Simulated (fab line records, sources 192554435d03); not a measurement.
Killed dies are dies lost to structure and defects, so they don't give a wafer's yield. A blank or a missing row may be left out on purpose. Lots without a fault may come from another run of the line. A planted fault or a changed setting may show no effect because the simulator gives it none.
fab line records | flow n5_finfet
record lots=6 wafers=18 last_day=17
route steps=1938 shown BEOL_M1@835 BEOL_M2@841 BEOL_M4@1111 PASSIVATION@1936
lots that met no fault: from a run of the same line without faults
start_h: hours from the record's first day to the start of the lot's first wafer shown | wait_h: hours since the lot's step before | " the same as in the row above | L1.1+2: a row that stands for several wafers | - no value, or no start given | * or withheld: withheld | < > ~ a bound
route shown NAME@n: a module of which the file shows steps, and the number in the route of the first | usual: mean/standard deviation of fault-free wafers | same: alike in all rows | chamber/n: place in a boat | sites: the reading at each site | _std_site: their standard deviation | _edge_site: outer sites' mean less inner sites' | radius_mm: how far each site lies from the wafer's centre | mask NAME#n: copy n | behind: the tool/chamber that last shaped the wafer | hold: why the lot was held/for how many hours/how that ended | device: the transistor (n, p or np) that didn't switch | end of line: the same wafers' tests at the end of the route | a step without rows: its recipe alone | killed: dies lost to structure and defects at the first sort, not the wafer's yield | map: a wafer's dies, x killed, . not, _ none there
set.NAME: the setting as run; set.NAME@STEP: as run at that earlier step | model.NAME: the simulator's own value behind a step, which no gauge read
lots at some steps of the route; a table a step, a row a wafer
services: from which hour (start_h, from the record's first day; less than 0 if before it) a tool's chamber was out of use, for how many hours, and why
## steps
# step N5_BEOL_M1_PRE_CLEAN_60
# recipe gas=NH3/H2 time_s=15 temp_c=* rf_power_w=300
# usual heater_power_w=70/17
# columns lot.wafer tool chamber start_h wait_h heater_power_w
L415.1 cvd_co-02 0 150.26 0.0 78
L415.5 " 2 " " 100
L415.6 " 1 " " 49
L429.2 cvd_co-02 0 235.51 0.1 78
L429.4 " 0 " " 77
L429.6 " 2 " " 100
L431.2 cvd_co-01 2 237.93 0.0 56
L431.3 " 0 " " 85
L431.4 " 2 " " 56
L432.2 cvd_co-01 2 238.05 0.0 55
L432.4 " 1 " " 60
L432.5 " 2 " " 54
L434.3 cvd_co-02 2 260.12 0.0 102
L434.4 " 0 " " 77
L434.6 " 1 " " 52
L435.1 cvd_co-01 2 264.57 0.0 55
L435.2 " 0 " " 81
L435.4 " 0 " " 83
# step N5_BEOL_M1_CO_CAP_55
# recipe material=Co target_thk_a=20 temp_c=200 precursor=CCTBA/H2 pressure_torr=30 time_s=102.1
# usual heater_power_w=218/22
# columns lot.wafer tool chamber start_h wait_h heater_power_w
L415.1 cvd_co-02 0 150.30 0.0 228
L415.5 " 2 " " 260
L415.6 " 1 " " 192
L429.2 cvd_co-02 0 235.55 0.0 230
L429.4 " 0 " " 228
L429.6 " 2 " " 256
L431.2 cvd_co-01 2 237.97 0.0 198
L431.3 " 0 " " 239
L431.4 " 2 " " 196
L432.2 cvd_co-01 2 238.09 0.0 196
L432.4 " 1 " " 205
L432.5 " 2 " " 198
L434.3 cvd_co-02 2 260.16 0.0 260
L434.4 " 0 " " 232
L434.6 " 1 " " 193
L435.1 cvd_co-01 2 264.61 0.0 199
L435.2 " 0 " " 236
L435.4 " 0 " " 237
# step N5_BEOL_M1_PRE_CLEAN_56
# recipe gas=NH3 time_s=15 temp_c=withheld rf_power_w=300
# step N5_BEOL_M1_DEP_57
# recipe material=SiCN target_thk_a=80 temp_c=withheld precursor=3MS/NH3 pressure_torr=3 rf_w=202 time_s=14
# usual showerhead_plenum_p_Torr=3.675/0.019 throttle_valve_pct=9.1/0.47
# columns lot.wafer tool chamber start_h wait_h showerhead_plenum_p_Torr throttle_valve_pct
L415.1 pecvd-02 2 150.41 0.0 3.668 8.5
L415.5 " 0 " " 3.690 9.1
L415.6 " 2 " " 3.665 8.4
L429.2 pecvd-04 0 235.67 0.0 3.676 9.0
L429.4 " 2 " " 3.678 9.1
L429.6 " 0 " " 3.674 8.8
L431.2 pecvd-01 2 238.09 0.0 3.665 9.6
L431.3 " 1 " " 3.701 8.8
L431.4 " 1 " " 3.692 8.9
L432.2 pecvd-04 2 238.22 0.0 3.676 8.8
L432.4 " 2 " " 3.685 8.8
L432.5 " 1 " " 3.672 9.0
L434.3 pecvd-01 0 260.28 0.0 3.699 8.9
L434.4 " 1 " " 3.686 9.0
L434.6 " 0 " " 3.694 9.0
L435.1 pecvd-01 1 264.72 0.0 3.702 8.9
L435.2 " 2 " " 3.668 9.7
L435.4 " 2 " " 3.669 9.7
# step N5_BEOL_M1_RS_MEAS_58
# recipe thk_meas_gauge=four-point-probe reads=Co_of_BEOL_M1_CO_CAP_55+Cu_of_BEOL_M1_ECD_50+Co_of_BEOL_M1_CVD_47+TaN_of_BEOL_M1_ALD_84
# usual M1_RS=0.68/0.034
# columns lot.wafer tool chamber start_h wait_h M1_RS[ohm/sq]
L415.1 film_metro-02 - 150.48 0.0 0.70
L415.5 " - " " 0.67
L415.6 " - " " 0.68
L429.2 film_metro-02 - 235.73 0.1 0.69
L429.4 " - " " 0.66
L429.6 " - " " 0.66
L431.2 film_metro-02 - 238.16 0.1 0.69
L431.3 " - " " 0.69
L431.4 " - " " 0.66
L432.2 film_metro-02 - 238.30 0.1 0.73
L432.4 " - " " 0.69
L432.5 " - " " 0.65
L434.3 film_metro-02 - 260.35 0.1 0.74
L434.4 " - " " 0.71
L434.6 " - " " 0.69
L435.1 film_metro-01 - 264.79 0.0 0.70
L435.2 " - " " 0.67
L435.4 " - " " 0.63
# step N5_BEOL_M1_INSPECT_59
# recipe inspect_instrument=darkfield mode=post_dep
# usual raw_defect_count=72/19
# columns lot.wafer tool chamber start_h wait_h raw_defect_count
L415.1 defect_inspect-02 - 150.51 0.0 48
L415.5 " - " " 61
L415.6 " - " " 64
L429.2 defect_inspect-02 - 235.76 0.0 45
L429.4 " - " " 60
L429.6 " - " " 48
L431.2 defect_inspect-02 - 238.18 0.0 75
L431.3 " - " " 111
L431.4 " - " " 95
L432.2 defect_inspect-02 - 238.33 0.0 67
L432.4 " - " " 55
L432.5 " - " " 52
L434.3 defect_inspect-02 - 260.37 0.0 76
L434.4 " - " " 93
L434.6 " - " " 68
L435.1 defect_inspect-02 - 264.81 0.0 73
L435.2 " - " " 88
L435.4 " - " " 47
# step N5_BEOL_M2_ILD_DEP_00
# recipe material=SiOC target_thk_a=790 temp_c=350 precursor=DEMS/O2 pressure_torr=5 rf_w=500 time_s=15.3
# usual heater_power_w=481/54 showerhead_plenum_p_Torr=5.696/0.017 throttle_valve_pct=11.8/0.62
# columns lot.wafer tool chamber start_h wait_h heater_power_w showerhead_plenum_p_Torr throttle_valve_pct
L415.1 pecvd-02 2 150.54 0.0 498 5.701 11.0
L415.5 " 1 " " 521 5.663 13.0
L415.6 " 0 " " 509 5.700 11.5
L429.2 pecvd-02 2 235.80 0.0 579 5.702 10.7
L429.4 " 1 " " 448 5.665 12.7
L429.6 " 0 " " 464 5.709 11.7
L431.2 pecvd-02 2 238.22 0.0 568 5.691 10.5
L431.3 " 0 " " 470 5.711 11.5
L431.4 " 2 " " 552 5.697 10.5
L432.2 pecvd-04 1 238.36 0.0 498 5.701 11.7
L432.4 " 1 " " 486 5.687 11.6
L432.5 " 2 " " 433 5.715 11.6
L434.3 pecvd-02 1 260.41 0.0 514 5.663 13.0
L434.4 " 1 " " 523 5.679 12.6
L434.6 " 2 " " 503 5.694 10.3
L435.1 pecvd-02 1 264.86 0.0 559 5.678 12.8
L435.2 " 0 " " 538 5.717 11.7
L435.4 " 1 " " 545 5.665 13.0
# step N5_BEOL_M2_THK_MEAS_01
# recipe reads=SiOC_of_BEOL_M2_ILD_DEP_00
# usual M2_ILD_THK=79.1/0.92
# columns lot.wafer tool chamber start_h wait_h M2_ILD_THK[nm]
L415.1 film_metro-01 - 150.61 0.0 78.1
L415.5 " - " " 79.3
L415.6 " - " " 79.6
L429.2 film_metro-02 - 235.86 0.1 78.3
L429.4 " - " " 79.6
L429.6 " - " " 79.7
L431.2 film_metro-01 - 238.29 0.1 78.5
L431.3 " - " " 78.3
L431.4 " - " " 78.5
L432.2 film_metro-02 - 238.45 0.1 78.2
L432.4 " - " " 80.7
L432.5 " - " " 80.7
L434.3 film_metro-01 - 260.48 0.1 78.5
L434.4 " - " " 80.4
L434.6 " - " " 79.1
L435.1 film_metro-01 - 264.92 0.0 79.3
L435.2 " - " " 78.9
L435.4 " - " " 79.8
# step N5_BEOL_M2_PECVD_72
# recipe material=SiO2 target_thk_a=160 temp_c=400 precursor=TEOS/O2 pressure_torr=5.5 rf_w=450 teos_flow_sccm=53.8 gas=O2 flow_sccm=3000 time_s=18
# step N5_BEOL_M2_HM_DEP_02
# recipe material=TiN target_thk_a=200 temp_c=25 chamber_pressure_pa=0.49996
# step N5_BEOL_M2_COAT_61
# recipe resist=SOC temp_c=250 time_s=60 spin_rpm=1500 resist_thk_nm=60
# step N5_BEOL_M2_COAT_62
# recipe resist=SiARC temp_c=220 time_s=60 spin_rpm=1500 resist_thk_nm=12
# step N5_BEOL_M2_COAT_73
# recipe resist=underlayer temp_c=205 time_s=60 spin_rpm=1500 resist_thk_nm=5
# usual heater_power_total_W=391.5/1.4 spin_speed_rpm=1500.0/0.93
# columns lot.wafer tool chamber start_h wait_h heater_power_total_W spin_speed_rpm model.underlayer_of_BEOL_M2_COAT_73.thk_nm
L415.1 litho_track-05 0 151.55 - 392.2 1498.5 5
L415.5 " 0 " " 390.3 1499.0 5
L415.6 " 0 " " 390.4 1499.2 5
L429.2 litho_track-02 0 237.40 - 390.1 1499.7 5
L429.4 " 0 " " 391.7 1500.5 5
L429.6 " 0 " " 391.0 1499.2 5
L431.2 litho_track-02 0 239.23 - 389.5 1710.1 4.6
L431.3 " 0 " " 390.3 1710.3 4.6
L431.4 " 0 " " 390.5 1710.1 4.6
L432.2 litho_track-02 0 240.32 - 393.2 1710.1 4.6
L432.4 " 0 " " 391.9 1709.4 4.8
L432.5 " 0 " " 391.6 1707.8 4.8
L434.3 litho_track-01 0 261.43 - 392.5 1500.5 5
L434.4 " 0 " " 391.3 1499.6 5
L434.6 " 0 " " 389.6 1500.4 5
L435.1 litho_track-01 0 265.88 - 392.4 1500.3 5
L435.2 " 0 " " 389.7 1499.1 5
L435.4 " 0 " " 394.1 1500.4 5
# step N5_BEOL_M2_COAT_05
# recipe resist=CAR-EUV spin_rpm=1500 resist_thk_nm=30
# step N5_BEOL_M2_EBR_07
# recipe solvent=PGMEA ebr_width_mm=1.5
# step N5_BEOL_M2_SOFTBAKE_06
# recipe temp_c=110 time_s=60 resist=CAR-EUV
# step N5_BEOL_M2_EXPOSE_08
# recipe mask_id=M2 na=0.33 source_shape=dipole sigma_inner=0.369 sigma_outer=0.767 polarization=unpolarized dose_mj=41.25
# step N5_BEOL_M2_PEB_09
# recipe peb_temp_c=100 peb_time_s=60 resist=CAR-EUV
# step N5_BEOL_M2_DEVELOP_10
# recipe develop_time_s=30 developer=TMAH resist=CAR-EUV rinse_liquid=surfactant_rinse dry=air_spin dev_temp_c=23
# step N5_BEOL_M2_CD_MEAS_11
# recipe target_cd_nm=16.79 landing_energy_ev=500 detector=se_inlens polarity=opening
# usual cd_nm=16.76/0.23
# same landing_energy_ev=500
# columns lot.wafer tool chamber start_h wait_h cd_nm
L415.1 cd_sem-03 0 151.94 - 16.57
L415.5 " 0 " " 16.49
L415.6 " 0 " " 16.76
L429.2 cd_sem-01 0 237.79 - 17.13
L429.4 " 0 " " 16.84
L429.6 " 0 " " 16.83
L431.2 cd_sem-03 0 239.50 - 16.71
L431.3 " 0 " " 16.79
L431.4 " 0 " " 16.71
L432.2 cd_sem-01 0 240.58 - 16.88
L432.4 " 0 " " 16.61
L432.5 " 0 " " 16.71
L434.3 cd_sem-02 0 261.73 - 16.74
L434.4 " 0 " " 16.85
L434.6 " 0 " " 16.78
L435.1 cd_sem-01 0 266.15 - 16.51
L435.2 " 0 " " 16.77
L435.4 " 0 " " 16.58
# step N5_BEOL_M2_OVL_MEAS_12
# recipe points_per_wafer=522
# usual M2_OVL=-0.2/0.65
# columns lot.wafer tool chamber start_h wait_h M2_OVL[nm]
L415.1 overlay-02 0 151.97 0.0 -0.9
L415.5 " 0 " " -0.2
L415.6 " 0 " " -0.6
L429.2 overlay-02 0 237.82 0.0 -0.6
L429.4 " 0 " " -0.2
L429.6 " 0 " " 0.0
L431.2 overlay-02 0 239.53 0.0 0.1
L431.3 " 0 " " 0.1
L431.4 " 0 " " -0.6
L432.2 overlay-01 0 240.62 0.0 1.1
L432.4 " 0 " " -0.1
L432.5 " 0 " " -0.1
L434.3 overlay-02 0 261.77 0.0 0.2
L434.4 " 0 " " -0.4
L434.6 " 0 " " -0.6
L435.1 overlay-01 0 266.18 0.0 -1.0
L435.2 " 0 " " -0.7
L435.4 " 0 " " 0.0
# step N5_BEOL_M2_INSPECT_13
# recipe mode=adi inspect_instrument=brightfield
# usual raw_defect_count=408/95
# columns lot.wafer tool chamber start_h wait_h raw_defect_count
L415.1 defect_inspect-02 - 152.03 0.1 339
L415.5 " - " " 328
L415.6 " - " " 366
L429.2 defect_inspect-01 - 237.87 0.0 374
L429.4 " - " " 436
L429.6 " - " " 299
L431.2 defect_inspect-01 - 239.58 0.0 456
L431.3 " - " " 423
L431.4 " - " " 546
L432.2 defect_inspect-01 - 240.67 0.0 440
L432.4 " - " " 268
L432.5 " - " " 433
L434.3 defect_inspect-01 - 261.82 0.0 390
L434.4 " - " " 470
L434.6 " - " " 511
L435.1 defect_inspect-02 - 266.23 0.1 429
L435.2 " - " " 334
L435.4 " - " " 362
# step N5_BEOL_M2_DESCUM_16
# recipe chemistry=O2 time_s=7 source_power_w=50 bias_power_w=20 pressure_mtorr=20 rf_frequency_hz=2.712e+07 temp_c=40 resist=CAR-EUV o2_flow_sccm=225
# step N5_BEOL_M2_ETCH_74
# recipe chemistry=N2/H2 target=underlayer target_depth_a=65 mask_material=CAR-EUV time_s=5.2 ion_energy_ev=200 pressure_mtorr=30 source_w=840 bias_w=150 n2_flow_sccm=200 h2_flow_sccm=200 ends=cleared
# usual bias_w=150.0/0.48 drypump_motor_current_A=5.5/0.36 etch_rf_on_time_s=5.14/0.14 oes_product_au=0.65/0.072 rf_vpp_V=525.4/2.1 showerhead_plenum_p_Torr=2.59/0.065 throttle_valve_pct=17.92/0.18
# columns lot.wafer tool chamber start_h wait_h bias_w drypump_motor_current_A etch_rf_on_time_s oes_product_au rf_hours_counter_h rf_vpp_V showerhead_plenum_p_Torr throttle_valve_pct model.etch.depth_nm
L415.1 rie_diel-01 0 152.10 0.0 150.2 5.6 5.18 0.59 224 527.4 2.62 17.77 4.975
L415.5 " 0 " " 150.1 5.6 5.14 0.59 - 526.2 2.62 17.78 4.994
L415.6 " 1 " " 149.8 6.2 5.04 0.69 - 525.1 2.57 17.83 4.972
L429.2 rie_diel-02 3 237.95 0.0 149.2 5.9 5.20 0.63 159 523.4 2.53 17.93 5.003
L429.4 " 0 " " 150.1 5.3 5.29 0.74 51 526.1 2.70 17.87 5.005
L429.6 " 0 " " 150.5 5.3 5.30 0.73 - 527.9 2.70 17.90 5.009
L431.2 rie_diel-01 1 239.65 0.0 149.6 6.2 4.75 0.66 110 524.8 2.56 17.88 4.674
L431.3 " 3 " " 150.0 5.2 5.07 0.59 240 523.3 2.51 17.85 4.665
L431.4 " 1 " " 148.5 6.2 4.78 0.66 - 525.4 2.56 17.89 4.677
L432.2 rie_diel-06 0 241.11 0.0 150.2 5.2 4.74 0.64 152 527.9 2.65 18.25 4.692
L432.4 " 2 " " 149.5 4.9 4.85 0.61 - 527.6 2.62 17.73 4.703
L432.5 " 3 " " 149.2 5.7 4.65 0.78 - 522.4 2.47 17.87 4.71
L434.3 rie_diel-02 1 262.65 0.0 149.4 5.7 5.41 0.56 230 524.6 2.62 18.25 5.001
L434.4 " 0 " " 149.6 5.2 5.29 0.71 61 526.6 2.70 17.90 5.003
L434.6 " 0 " " 149.8 5.2 5.29 0.72 - 528.4 2.70 17.94 5.004
L435.1 rie_diel-01 0 266.30 0.0 150.0 5.6 5.19 0.82 5 526.0 2.61 17.38 5.013
L435.2 " 2 " " 149.7 4.8 5.20 0.60 227 524.2 2.52 17.96 5.008
L435.4 " 3 " " 150.5 5.2 5.36 0.59 248 522.6 2.50 17.89 5.005
# step N5_BEOL_M2_ETCH_63
# recipe chemistry=CF4 target=SiARC target_depth_a=156 mask_material=CAR-EUV time_s=26 ion_energy_ev=80 pressure_mtorr=40 source_w=545 bias_w=36 Ar_flow_sccm=100 cf4_flow_sccm=100 ends=cleared
# usual bias_w=36.02/0.1 drypump_motor_current_A=5.5/0.36 etch_rf_on_time_s=25.7/0.69 oes_product_au=0.65/0.073 rf_vpp_V=184.5/1.1 showerhead_plenum_p_Torr=2.18/0.052 throttle_valve_pct=15.67/0.15
# columns lot.wafer tool chamber start_h wait_h bias_w drypump_motor_current_A etch_rf_on_time_s oes_product_au rf_hours_counter_h rf_vpp_V showerhead_plenum_p_Torr throttle_valve_pct
L415.1 rie_diel-01 0 152.12 0.0 35.89 5.6 25.5 0.60 224 186.0 2.21 15.56
L415.5 " 0 " " 35.98 5.6 25.8 0.59 - 185.4 2.21 15.55
L415.6 " 1 " " 35.88 6.2 25.0 0.70 - 184.6 2.16 15.48
L429.2 rie_diel-02 3 237.97 0.0 36.02 5.9 25.8 0.63 159 185.8 2.13 15.76
L429.4 " 0 " " 36.00 5.2 25.9 0.74 51 187.2 2.27 15.61
L429.6 " 0 " " 36.02 5.2 26.1 0.74 - 186.8 2.27 15.61
L431.2 rie_diel-01 1 239.67 0.0 35.95 6.2 25.3 0.67 110 183.3 2.15 15.55
L431.3 " 3 " " 36.14 5.2 26.9 0.59 240 184.6 2.12 15.64
L431.4 " 1 " " 35.99 6.2 25.2 0.67 - 185.3 2.15 15.54
L432.2 rie_diel-06 0 241.12 0.0 35.88 5.2 25.2 0.66 152 184.0 2.23 15.87
L432.4 " 2 " " 36.19 5.0 26.0 0.61 - 186.2 2.21 15.45
L432.5 " 3 " " 35.88 5.6 24.9 0.78 - 183.0 2.09 15.59
L434.3 rie_diel-02 1 262.67 0.0 36.04 5.6 26.8 0.58 230 184.6 2.21 15.89
L434.4 " 0 " " 36.23 5.2 26.0 0.73 61 185.3 2.26 15.64
L434.6 " 0 " " 35.97 5.2 26.2 0.72 - 185.2 2.26 15.64
L435.1 rie_diel-01 0 266.32 0.0 36.04 5.6 26.2 0.82 5 184.2 2.20 15.09
L435.2 " 2 " " 36.11 4.8 26.3 0.60 227 184.2 2.12 15.75
L435.4 " 3 " " 36.07 5.2 27.0 0.59 248 182.8 2.11 15.65
# step N5_BEOL_M4_RC_MEAS_101
# usual DIBL_N=36.1/1.6 DIBL_P=36.6/1.9 IOFF_N=0.160/0.026 IOFF_P=0.210/0.028 ION_N=677/10 ION_P=464/6.9 SS_N=71.4/0.56 SS_P=73.3/0.61 VT_N=249.1/2.6 VT_P=-250/3.3
# columns lot.wafer tool chamber start_h wait_h DIBL_N[mV/V] DIBL_P[mV/V] IOFF_N[nA/um] IOFF_P[nA/um] ION_N[uA/um] ION_P[uA/um] SS_N[mV/dec] SS_P[mV/dec] VT_N[mV] VT_P[mV]
L415.1 prober-01 0 186.65 0.0 35.2 33.4 0.119 0.168 650 449 71.2 73.2 254.1 -255
L415.5 " 0 " " 36.1 36.1 0.137 0.200 663 462 71.7 73.8 252.2 -253
L415.6 " 0 " " 34.8 33.5 0.116 0.166 672 459 71.1 73.0 254.5 -253
L429.2 prober-01 0 279.27 0.2 38.9 38.9 0.204 0.242 693 468 71.9 74.3 246.9 -250
L429.4 " 0 " " 37.6 37.9 0.174 0.225 684 461 72.1 74.1 247.9 -248
L429.6 " 0 " " 37.6 38.2 0.181 0.225 692 467 72.0 74.4 245.7 -252
L431.2 prober-01 0 284.30 0.2 37.4 38.8 0.179 0.208 677 454 72.7 73.6 247.4 -251
L431.3 " 0 " " 37.1 38.6 0.170 0.213 671 463 71.7 73.1 247.8 -251
L431.4 " 0 " " 34.6 36.1 0.136 0.181 672 456 71.5 73.4 250.5 -254
L432.2 prober-01 0 288.66 0.2 35.0 36.7 0.151 0.195 690 468 71.5 73.7 248.2 -254
L432.4 " 0 " " 35.9 37.1 0.163 0.188 676 456 71.8 73.9 249.2 -255
L432.5 " 0 " " 36.9 38.3 0.182 0.204 689 461 72.1 74.9 249.3 -256
L434.3 prober-02 0 291.70 0.3 35.4 36.0 0.153 0.218 675 460 71.1 73.7 248.0 -249
L434.4 " 0 " " 36.0 37.6 0.174 0.250 682 475 71.4 73.5 246.0 -245
L434.6 " 0 " " 34.2 35.2 0.145 0.209 674 465 70.7 72.6 247.3 -246
L435.1 prober-02 0 311.35 0.0 37.8 39.2 0.182 0.216 670 453 72.1 73.5 248.5 -251
L435.2 " 0 " " 37.1 39.2 0.173 0.221 677 462 71.7 73.9 248.9 -251
L435.4 " 0 " " 35.4 36.1 0.144 0.183 676 456 70.4 73.1 249.8 -253
# step N5_PASSIVATION_PROBE_49
# usual defect_limited_yield=91.3/1.5 killed_at_M0_to_M3=34/10 killed_at_M4_up=13/4.9 killed_at_contacts=13/6.1 killed_at_front_end=39/13 killed_at_other=4.1/2.7 killed_dies=103/18 killed_open=68/13 killed_short=32/7.6 sort_bin_5_function=5.2/1 sort_bin_6_memory=3.2/0.75 sort_n_pass=1077/18 sort_yield_pct=91.3/1.5
# same gross_dies=1180 killed_at_back_side=0 sort_bin_4_leakage[%]=0 sort_bin_8_speed[%]=0
# columns lot.wafer tool chamber start_h wait_h defect_limited_yield[%] killed_at_M0_to_M3 killed_at_M4_up killed_at_contacts killed_at_front_end killed_at_other killed_dies killed_open killed_short sort_bin_5_function[%] sort_bin_6_memory[%] sort_n_pass sort_yield_pct[%]
L431.2 prober-01 - 385.10 0.1 89.0 41 18 12 51 8 130 81 44 5.5 5.0 1050 89.0
L431.3 prober-01 - 385.15 0.1 89.8 56 8 16 38 2 120 78 40 5.8 3.9 1060 89.8
L431.4 prober-01 - 385.20 0.2 92.5 23 6 12 44 3 88 54 33 3.8 3.2 1092 92.5
L429.2 prober-02 - 395.77 0.1 94.2 24 12 5 28 0 69 42 23 3.2 2.2 1111 94.2
L432.2 prober-02 - 399.95 0.1 91.7 35 19 11 28 5 98 54 40 5.1 2.7 1082 91.7
L432.4 prober-02 - 400.05 0.2 90.3 45 16 18 31 5 115 85 28 6.6 2.9 1065 90.3
L432.5 prober-02 - 400.10 0.2 92.2 21 18 24 25 4 92 69 23 4.7 3.1 1088 92.2
# killed by level:class
L431.2 STI_FIN_REVEAL:geometric_particle:open=20 BEOL_M0_SAQP:geometric_particle:short=15 FIN_SAQP:geometric_particle:short=13 MOL_CONTACT_COAG:geometric_particle:open=12 BEOL_M0_SAQP:geometric_particle:open=8 FIN_SAQP:geometric_particle:open=6 BEOL_M1:geometric_particle:open=5 GATE_CUT:geometric_particle:short=4
L431.3 MOL_CONTACT_COAG:geometric_particle:open=16 BEOL_M0_SAQP:geometric_particle:short=15 BEOL_M0_SAQP:geometric_particle:open=11 FIN_SAQP:geometric_particle:open=8 FIN_SAQP:geometric_particle:short=8 BEOL_M2:geometric_particle:open=8 STI_FIN_REVEAL:geometric_particle:open=7 BEOL_M3:geometric_particle:open=7
L431.4 FIN_SAQP:geometric_particle:short=10 MOL_CONTACT_COAG:geometric_particle:open=10 FIN_SAQP:geometric_particle:open=7 DUMMY_GATE:geometric_particle:open=7 GATE_CUT:geometric_particle:short=5 BEOL_M0_SAQP:geometric_particle:short=5 BEOL_M0:geometric_particle:open=4 BEOL_M2:geometric_particle:open=4
L429.2 BEOL_M3:geometric_particle:open=7 GATE_CUT:geometric_particle:short=6 FIN_SAQP:geometric_particle:open=5 MOL_CONTACT_COAG:geometric_particle:open=5 STI_FIN_REVEAL:geometric_particle:open=4 BEOL_M8:geometric_particle:open=4 FIN_SAQP:geometric_particle:short=3 GATE_CUT:geometric_particle:open=3
L432.2 FIN_SAQP:geometric_particle:short=8 BEOL_M1:geometric_particle:open=8 BEOL_M3:geometric_particle:open=7 MOL_CONTACT_COAG:geometric_particle:open=7 BEOL_M4:geometric_particle:open=6 STI_FIN_REVEAL:geometric_particle:open=5 ILD0:geometric_particle:short=4 MOL_CONTACT_COAG:geometric_particle:short=4
L432.4 BEOL_M3:geometric_particle:open=15 MOL_CONTACT_COAG:geometric_particle:open=13 FIN_SAQP:geometric_particle:open=7 BEOL_M1:geometric_particle:open=7 STI_FIN_REVEAL:geometric_particle:open=6 BEOL_M4:geometric_particle:open=6 MOL_CONTACT_COAG:geometric_particle:short=5 BEOL_M0_SAQP:geometric_particle:open=5
L432.5 MOL_CONTACT_COAG:geometric_particle:open=22 BEOL_M4:geometric_particle:open=10 BEOL_M3:geometric_particle:open=8 GATE_CUT:geometric_particle:short=7 BEOL_M6:geometric_particle:open=5 FIN_SAQP:geometric_particle:open=3 STI_FIN_REVEAL:geometric_particle:open=3 BEOL_M2:geometric_particle:short=3
## services
# columns tool chamber start_h hours kind
rie_diel-06 - 127.99 14.6 pm
cvd_co-01 - 142.56 2.3 repair
pecvd-02 - 156.60 0.3 repair
cvd_co-02 2 172.43 19.2 repair
pecvd-01 - 184.12 2.8 pm
rie_diel-01 1 191.40 6.2 repair
rie_diel-06 2 200.16 11.6 repair
pecvd-02 2 202.38 - clean
pecvd-02 2 202.38 - consumable_replace:showerhead
pecvd-02 2 202.38 29.0 scheduled_down
pecvd-02 2 202.38 29.0 vent_cycle
pecvd-04 0 217.28 2.1 scheduled_down
rie_diel-01 0 226.58 - clean
rie_diel-01 0 226.58 - consumable_replace:focus_ring
rie_diel-01 0 226.58 21.1 scheduled_down
rie_diel-01 0 226.58 21.1 vent_cycle
rie_diel-06 1 236.41 28.9 repair
pecvd-04 0 238.16 8.0 repair
rie_diel-01 - 239.89 2.8 pm
cvd_co-02 - 244.38 6.9 pm
rie_diel-02 2 264.71 - clean
rie_diel-02 2 264.71 - consumable_replace:focus_ring
rie_diel-02 2 264.71 13.3 scheduled_down
rie_diel-02 2 264.71 13.3 vent_cycle
## key
first_sign step=N5_BEOL_M2_COAT_73 reading=spin_speed_rpm direction=up sigmas=99+ usual=* struck=*
effect none on later readings
model_effect step=N5_BEOL_M2_COAT_73 value=underlayer_of_BEOL_M2_COAT_73.thk_nm without=5 struck=4.667
model_effect step=N5_BEOL_M2_ETCH_74 value=etch.depth_nm without=5.004 struck=4.687
met_at N5_BEOL_M2_COAT_73
struck_wafers L431.2,L431.3,L431.4,L432.2,L432.4,L432.5
onset_between 237.40 239.23
fault kind=process_parameter_drift tool=litho_track-02 chamber=- onset_h=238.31 steps=N5_BEOL_M2_COAT_73 channel=spin_rpm offset=* shape=step end_h=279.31 acts_in=* stated=*
